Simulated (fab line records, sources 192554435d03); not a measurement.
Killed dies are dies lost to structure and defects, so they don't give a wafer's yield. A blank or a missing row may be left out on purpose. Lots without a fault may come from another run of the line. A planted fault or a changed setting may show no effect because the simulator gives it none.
fab line records | flow n5_finfet | part 1 of 2: steps 1 to 3 of 6
record lots=24 wafers=72 last_day=18
route steps=1938 shown FIN_SAQP@127 FIN_CUT@166 STI_FIN_REVEAL@188
lots that met no fault: from a run of the same line without faults
start_h: hours from the record's first day to the start of the lot's first wafer shown | wait_h: hours since the lot's step before | " the same as in the row above | L1.1+2: a row that stands for several wafers | - no value, or no start given | * or withheld: withheld | < > ~ a bound
route shown NAME@n: a module of which the file shows steps, and the number in the route of the first | usual: mean/standard deviation of fault-free wafers | same: alike in all rows | chamber/n: place in a boat | sites: the reading at each site | _std_site: their standard deviation | _edge_site: outer sites' mean less inner sites' | radius_mm: how far each site lies from the wafer's centre | mask NAME#n: copy n | behind: the tool/chamber that last shaped the wafer | hold: why the lot was held/for how many hours/how that ended | device: the transistor (n, p or np) that didn't switch | end of line: the same wafers' tests at the end of the route | a step without rows: its recipe alone | killed: dies lost to structure and defects at the first sort, not the wafer's yield | map: a wafer's dies, x killed, . not, _ none there
set.NAME: the setting as run; set.NAME@STEP: as run at that earlier step | model.NAME: the simulator's own value behind a step, which no gauge read
steps of the route over a sample of lots; a table a step, a row a wafer
services: from which hour (start_h, from the record's first day; less than 0 if before it) a tool's chamber was out of use, for how many hours, and why
## steps
# step N5_FIN_SAQP_MANDREL1_REMOVE_56
# recipe chemistry=HBr/Cl2/O2 bt_time_s=10 target=a-Si stop_on=SiNx endpoint=OES-SiCl over_etch_frac=1 icp_w=600 bias_w=22 HBr_flow_sccm=150 Cl2_flow_sccm=80 O2_flow_sccm=5 pressure_mtorr=10
# usual HBr_flow_sccm=149.9/0.47 drypump_motor_current_A=5.7/0.43 oes_product_au=1.003/0.019 throttle_valve_pct=36.6/0.37
# columns lot.wafer tool chamber start_h wait_h HBr_flow_sccm drypump_motor_current_A oes_product_au rf_hours_counter_h throttle_valve_pct
L074.2 rie_si-04 2 23.66 0.1 149.4 6.0 1.027 49 37.3
L074.3 " 3 " " 150.4 5.8 0.983 194 36.0
L074.4 " 2 " " 148.9 6.0 1.030 - 37.3
L075.1 rie_si-03 2 30.95 0.1 149.9 6.1 1.017 3 36.4
L075.4 " 1 " " 149.5 5.0 0.979 - 36.7
L075.6 " 0 " " 149.9 6.2 1.026 - 36.3
L076.2 rie_si-02 2 36.74 0.1 150.2 4.9 1.020 75 37.0
L076.3 " 0 " " 149.9 5.3 0.993 3 36.8
L076.5 " 0 " " 150.1 5.3 0.992 - 36.7
L077.2 rie_si-03 2 42.20 0.1 149.5 6.0 1.018 3 36.4
L077.4 " 0 " " 150.4 6.2 1.022 5 36.3
L077.5 " 3 " " 150.8 5.8 1.018 - 36.6
L078.2 rie_si-02 0 49.17 0.1 150.5 5.3 0.988 4 36.7
L078.5 " 0 " " 149.4 5.3 0.987 - 36.8
L078.6 " 1 " " 149.9 6.2 1.016 - 36.3
L079.2 rie_si-04 0 57.32 0.1 149.2 6.0 0.996 125 36.9
L079.4 " 2 " " 149.1 6.0 1.023 50 37.3
L079.6 " 1 " " 150.0 5.8 0.977 - 36.9
L080.4 rie_si-02 0 63.11 0.1 149.9 5.3 0.985 4 36.8
L080.5 " 2 " " 150.5 4.9 1.022 - 37.0
L080.6 " 3 " " 149.3 5.6 1.024 - 36.2
L081.3 rie_si-04 0 67.19 0.1 149.5 6.0 0.986 125 36.8
L081.5 " 1 " " 149.5 5.9 0.979 - 36.9
L081.6 " 2 " " 150.4 6.0 1.008 - 37.3
L082.1 rie_si-02 0 73.16 0.1 149.0 5.3 0.979 4 36.8
L082.2 " 2 " " 149.8 4.9 1.015 75 37.0
L082.3 " 3 " " 149.8 5.6 1.028 130 36.2
L083.1 rie_si-02 0 77.51 0.1 150.1 5.3 0.971 4 36.8
L083.3 " 2 " " 149.8 4.9 1.013 75 37.0
L083.4 " 3 " " 150.9 5.6 1.020 130 36.2
L084.3 rie_si-04 3 85.44 0.1 150.0 5.9 1.002 195 36.0
L084.4 " 2 " " 149.4 6.0 1.023 50 37.3
L084.6 " 3 " " 149.6 5.9 0.996 - 36.0
L085.2 rie_si-03 0 90.65 0.1 149.9 6.2 1.009 6 36.3
L085.4 " 3 " " 150.3 5.9 0.996 76 36.6
L085.6 " 2 " " 148.7 6.0 1.004 - 36.4
L086.1 rie_si-03 2 97.18 0.1 150.3 6.0 1.022 4 36.4
L086.2 " 0 " " 150.5 6.2 1.031 6 36.3
L086.4 " 3 " " 150.6 5.8 1.009 76 36.6
L087.1 rie_si-04 1 103.29 0.1 149.4 5.8 0.984 49 36.9
L087.3 " 0 " " 150.5 5.9 0.987 126 36.9
L087.6 " 0 " " 149.9 5.9 0.982 - 36.9
L088.2 rie_si-03 0 108.55 0.1 150.4 6.2 1.014 6 36.3
L088.3 " 3 " " 149.7 5.8 1.004 77 36.6
L088.6 " 0 " " 149.9 6.2 1.020 - 36.3
L089.1 rie_si-02 3 115.24 0.1 150.2 5.6 1.027 131 36.2
L089.2 " 1 " " 149.7 6.2 1.020 113 36.3
L089.3 " 0 " " 149.3 5.3 0.981 5 36.8
L090.1 rie_si-03 0 119.64 0.1 149.8 6.2 1.024 7 36.3
L090.2 " 1 " " 149.8 5.0 0.967 101 36.7
L090.3 " 2 " " 149.6 6.0 1.019 4 36.4
L091.1 rie_si-03 2 125.73 0.1 149.6 6.0 1.019 4 36.4
L091.2 " 3 " " 150.1 5.8 1.007 77 36.6
L091.6 " 1 " " 150.6 5.0 0.983 - 36.7
L092.4 rie_si-04 2 131.65 0.1 150.1 6.0 1.018 51 37.3
L092.5 " 3 " " 149.8 5.9 0.979 - 36.0
L092.6 " 2 " " 149.6 6.0 1.014 - 37.3
L093.1 rie_si-04 0 137.36 0.1 150.1 6.0 0.979 126 36.8
L093.5 " 2 " " 150.2 6.0 1.015 - 37.3
L093.6 " 3 " " 149.8 5.9 0.981 - 36.0
L094.3 rie_si-02 0 144.59 0.1 149.9 5.3 0.974 6 36.8
L094.4 " 2 " " 150.1 4.9 1.021 76 37.0
L094.6 " 0 " " 149.5 5.3 0.982 - 36.8
L095.2 rie_si-04 2 149.27 0.1 149.5 6.0 1.020 52 37.3
L095.3 " 0 " " 150.1 6.0 0.990 126 36.9
L095.6 " 2 " " 149.9 6.0 1.022 - 37.3
L096.1 rie_si-02 0 156.61 0.1 149.7 5.3 0.978 6 36.8
L096.4 " 3 " " 149.8 5.7 1.032 132 36.2
L096.6 " 3 " " 150.6 5.7 1.028 - 36.2
L097.1 rie_si-03 0 162.46 0.1 150.2 6.2 1.005 7 36.3
L097.2 " 2 " " 150.0 6.0 1.023 5 36.4
L097.4 " 3 " " 149.9 5.8 0.993 77 36.6
# step N5_FIN_SAQP_RECESS_63
# recipe chemistry=HF/NH3 target=SiO2 target_depth_a=180 afs_cycles=3 temp_c=30 sublimation_temp_c=180 sublimation_time_s=60
# usual drypump_motor_current_A=5.7/0.74 foreline_p_Torr=0.1281/0.00043
# columns lot.wafer tool chamber start_h wait_h drypump_motor_current_A foreline_p_Torr
L074.2 vapor_etch-02 1 24.19 0.2 6.3 0.1277
L074.3 " 0 " " 4.8 0.1281
L074.4 " 1 " " 6.3 0.1274
L075.1 vapor_etch-02 0 31.33 0.1 4.8 0.1284
L075.4 " 1 " " 6.3 0.1284
L075.6 " 1 " " 6.3 0.1284
L076.2 vapor_etch-02 0 37.12 0.1 4.8 0.1276
L076.3 " 0 " " 4.9 0.1276
L076.5 " 1 " " 6.3 0.1285
L077.2 vapor_etch-01 1 42.59 0.1 6.5 0.1283
L077.4 " 0 " " 5.0 0.1279
L077.5 " 1 " " 6.5 0.1283
L078.2 vapor_etch-01 1 49.64 0.1 6.4 0.1274
L078.5 " 1 " " 6.5 0.1281
L078.6 " 0 " " 5.0 0.1280
L079.2 vapor_etch-01 1 57.88 0.1 6.5 0.1282
L079.4 " 0 " " 5.0 0.1283
L079.6 " 1 " " 6.5 0.1281
L080.4 vapor_etch-02 1 63.61 0.2 6.3 0.1284
L080.5 " 1 " " 6.3 0.1282
L080.6 " 0 " " 4.8 0.1282
L081.3 vapor_etch-01 1 67.76 0.2 6.5 0.1280
L081.5 " 0 " " 5.0 0.1283
L081.6 " 1 " " 6.5 0.1278
L082.1 vapor_etch-01 1 73.54 0.1 6.5 0.1277
L082.2 " 0 " " 5.0 0.1277
L082.3 " 1 " " 6.4 0.1278
L083.1 vapor_etch-02 1 77.89 0.1 6.3 0.1281
L083.3 " 0 " " 4.8 0.1281
L083.4 " 1 " " 6.3 0.1288
L084.3 vapor_etch-01 1 86.03 0.2 6.4 0.1280
L084.4 " 0 " " 5.0 0.1284
L084.6 " 0 " " 5.0 0.1277
L085.2 vapor_etch-02 1 91.03 0.1 6.3 0.1278
L085.4 " 1 " " 6.3 0.1275
L085.6 " 1 " " 6.3 0.1288
L086.1 vapor_etch-01 0 97.68 0.1 5.0 0.1276
L086.2 " 1 " " 6.5 0.1277
L086.4 " 1 " " 6.5 0.1279
L087.1 vapor_etch-02 0 103.75 0.1 4.8 0.1282
L087.3 " 1 " " 6.3 0.1279
L087.6 " 0 " " 4.8 0.1280
L088.2 vapor_etch-02 0 108.93 0.1 4.8 0.1280
L088.3 " 1 " " 6.3 0.1282
L088.6 " 1 " " 6.3 0.1283
L089.1 vapor_etch-01 1 115.70 0.1 6.4 0.1287
L089.2 " 1 " " 6.5 0.1287
L089.3 " 1 " " 6.5 0.1279
L090.1 vapor_etch-01 1 120.02 0.1 6.5 0.1277
L090.2 " 1 " " 6.5 0.1277
L090.3 " 1 " " 6.4 0.1273
L091.1 vapor_etch-02 1 126.11 0.1 6.3 0.1274
L091.2 " 0 " " 4.9 0.1279
L091.6 " 0 " " 4.8 0.1287
L092.4 vapor_etch-01 0 132.15 0.2 5.0 0.1284
L092.5 " 0 " " 5.0 0.1279
L092.6 " 1 " " 6.5 0.1277
L093.1 vapor_etch-01 1 138.03 0.1 6.4 0.1285
L093.5 " 0 " " 5.0 0.1264
L093.6 " 1 " " 6.5 0.1284
L094.3 vapor_etch-02 1 145.09 0.2 6.3 0.1274
L094.4 " 0 " " 4.9 0.1278
L094.6 " 1 " " 6.3 0.1274
L095.2 vapor_etch-01 0 149.88 0.1 5.0 0.1287
L095.3 " 1 " " 6.5 0.1284
L095.6 " 0 " " 5.0 0.1274
L096.1 vapor_etch-01 1 156.99 0.1 6.5 0.1287
L096.4 " 0 " " 5.0 0.1284
L096.6 " 1 " " 6.5 0.1282
L097.1 vapor_etch-02 0 162.84 0.1 4.8 0.1282
L097.2 " 1 " " 6.3 0.1278
L097.4 " 0 " " 4.8 0.1282
# step N5_FIN_SAQP_ETCH_69
# recipe chemistry=N2/H2 target=SOC target_depth_a=1500 stop_on=SiNx ion_energy_ev=100 bias_w=61 pressure_mtorr=30 source_w=850 n2_flow_sccm=200 h2_flow_sccm=200
# usual drypump_motor_current_A=5.6/0.47 h2_flow_sccm=200.0/0.66 oes_product_au=0.77/0.087 rf_vpp_V=240.6/1.3 showerhead_plenum_p_Torr=2.53/0.082 throttle_valve_pct=17.85/0.28
# columns lot.wafer tool chamber start_h wait_h drypump_motor_current_A h2_flow_sccm oes_product_au rf_hours_counter_h rf_vpp_V showerhead_plenum_p_Torr throttle_valve_pct
L074.2 rie_diel-03 3 24.64 - 5.1 200.2 0.79 89 241.9 2.69 17.82
L074.3 " 0 " " 6.1 199.2 0.67 238 240.6 2.51 18.37
L074.4 " 1 " " 5.3 199.6 0.91 20 240.9 2.48 17.33
L075.1 rie_diel-04 1 31.78 - 6.0 199.4 0.77 143 241.5 2.65 18.10
L075.4 " 0 " " 5.0 200.5 0.71 201 241.3 2.55 18.24
L075.6 " 2 " " 5.1 200.0 0.73 - 241.1 2.52 17.89
L076.2 rie_diel-03 3 37.57 - 5.1 200.4 0.78 93 243.1 2.69 17.81
L076.3 " 0 " " 6.1 199.6 0.66 242 239.9 2.51 18.35
L076.5 " 0 " " 6.1 199.3 0.68 - 240.6 2.51 18.36
L077.2 rie_diel-03 2 43.05 - 5.8 199.1 0.74 169 240.5 2.54 17.87
L077.4 " 0 " " 6.1 200.5 0.67 244 239.6 2.51 18.37
L077.5 " 2 " " 5.9 199.2 0.74 - 240.9 2.54 17.86
L078.2 rie_diel-03 0 50.09 - 6.1 199.6 0.67 246 239.0 2.50 18.35
L078.5 " 1 " " 5.3 200.6 0.89 - 239.3 2.48 17.36
L078.6 " 2 " " 5.9 199.6 0.73 - 239.9 2.54 17.87
L079.2 rie_diel-04 2 58.38 - 5.1 199.8 0.72 221 240.3 2.51 17.91
L079.4 " 1 " " 6.0 198.5 0.76 154 241.8 2.64 18.13
L079.6 " 2 " " 5.1 199.2 0.72 - 240.9 2.51 17.93
L080.4 rie_diel-03 1 63.97 - 5.3 199.4 0.88 - 238.6 2.48 17.36
L080.5 " 3 " " 5.2 201.0 0.77 - 241.9 2.68 17.80
L080.6 " 2 " " 5.9 199.9 0.73 - 242.8 2.54 17.91
L081.3 rie_diel-02 3 68.11 - 5.3 201.0 0.70 242 240.6 2.39 17.82
L081.5 " 3 " " 5.3 200.9 0.69 - 240.2 2.39 17.81
L081.6 " 0 " " 5.1 201.0 0.73 - 239.7 2.42 18.09
L082.1 rie_diel-02 3 74.06 - 5.3 199.5 0.70 245 237.9 2.39 17.80
L082.2 " 2 " " 5.2 199.8 0.89 20 239.7 2.51 17.70
L082.3 " 1 " " 6.4 200.2 0.69 218 240.5 2.51 17.49
L083.1 rie_diel-02 0 78.40 - 5.1 200.2 0.74 182 241.2 2.42 18.11
L083.3 " 3 " " 5.3 199.0 0.70 247 239.2 2.39 17.85
L083.4 " 2 " " 5.1 201.0 0.89 22 240.0 2.50 17.68
L084.3 rie_diel-03 1 86.36 - 5.3 200.3 0.86 44 240.9 2.47 17.39
L084.4 " 0 " " 6.1 200.6 0.97 1 240.3 2.50 17.93
L084.6 " 1 " " 5.3 199.2 0.86 - 239.2 2.47 17.38
L085.2 rie_diel-03 3 91.48 - 5.2 200.5 0.77 114 242.5 2.68 17.84
L085.4 " 2 " " 5.8 200.5 0.73 188 239.8 2.53 17.91
L085.6 " 1 " " 5.3 199.7 0.86 - 238.1 2.47 17.38
L086.1 rie_diel-02 0 98.18 - 5.1 200.0 0.72 189 238.3 2.41 18.11
L086.2 " 2 " " 5.1 199.6 0.88 29 241.2 2.50 17.71
L086.4 " 2 " " 5.1 200.1 0.88 - 240.3 2.50 17.71
L087.1 rie_diel-04 2 104.21 - 5.1 200.6 0.70 237 239.5 2.51 17.92
L087.3 " 1 " " 6.0 199.2 0.75 167 241.5 2.64 18.16
L087.6 " 0 " " 5.0 199.6 0.68 - 240.1 2.54 18.29
L088.2 rie_diel-02 2 109.38 - 5.1 199.0 0.87 33 240.6 2.50 17.71
L088.3 " 1 " " 6.4 200.8 0.69 230 239.2 2.51 17.50
L088.6 " 3 " " 5.3 199.1 0.98 - 243.4 2.70 17.41
L089.1 rie_diel-04 1 116.66 - 6.0 200.0 0.75 171 242.3 2.64 18.17
L089.2 " 3 " " 6.2 199.6 0.69 239 238.6 2.51 17.84
L089.3 " 2 " " 5.1 200.7 0.71 241 239.5 2.51 17.95
L090.1 rie_diel-03 1 120.95 - 5.3 199.8 0.85 55 240.4 2.47 17.41
L090.2 " 3 " " 5.2 199.7 0.76 123 241.8 2.67 17.84
L090.3 " 0 " " 6.1 201.4 0.91 12 241.7 2.50 17.95
L091.1 rie_diel-04 1 126.89 - 6.0 199.4 0.74 176 240.9 2.63 18.17
L091.2 " 3 " " 6.2 199.8 0.69 243 240.2 2.51 17.83
L091.6 " 1 " " 6.0 199.6 0.74 - 241.1 2.63 18.16
L092.4 rie_diel-03 2 132.51 - 5.9 199.6 0.72 - 240.3 2.53 17.94
L092.5 " 0 " " 6.1 199.8 0.91 - 240.7 2.49 17.95
L092.6 " 3 " " 5.2 199.6 0.75 - 243.1 2.67 17.85
L093.1 rie_diel-03 0 138.47 - 6.1 199.4 0.91 20 240.4 2.49 17.98
L093.5 " 0 " " 6.1 199.5 0.90 - 239.7 2.49 17.97
L093.6 " 2 " " 5.8 200.1 0.71 - 239.8 2.52 17.93
L094.3 rie_diel-03 1 145.42 - 5.3 199.2 0.85 58 240.0 2.47 17.40
L094.4 " 3 " " 5.2 200.8 0.74 132 241.5 2.67 17.87
L094.6 " 0 " " 6.1 200.5 0.89 - 241.7 2.49 17.97
L095.2 rie_diel-02 3 150.37 - 5.3 200.6 0.93 17 242.8 2.69 17.42
L095.3 " 0 " " 5.1 201.2 0.71 206 237.5 2.41 18.14
L095.6 " 2 " " 5.1 199.9 0.84 - 239.6 2.49 17.73
L096.1 rie_diel-02 0 157.43 - 5.1 199.7 0.71 210 239.5 2.41 18.17
L096.4 " 2 " " 5.1 198.7 0.84 51 241.1 2.49 17.77
L096.6 " 3 " " 5.3 199.6 0.92 - 241.7 2.69 17.43
L097.1 rie_diel-04 0 163.50 - 4.9 199.9 0.67 252 238.9 2.53 18.32
L097.2 " 3 " " 6.1 200.0 0.68 258 239.9 2.50 17.85
L097.4 " 3 " " 6.1 200.2 0.68 - 240.7 2.50 17.86
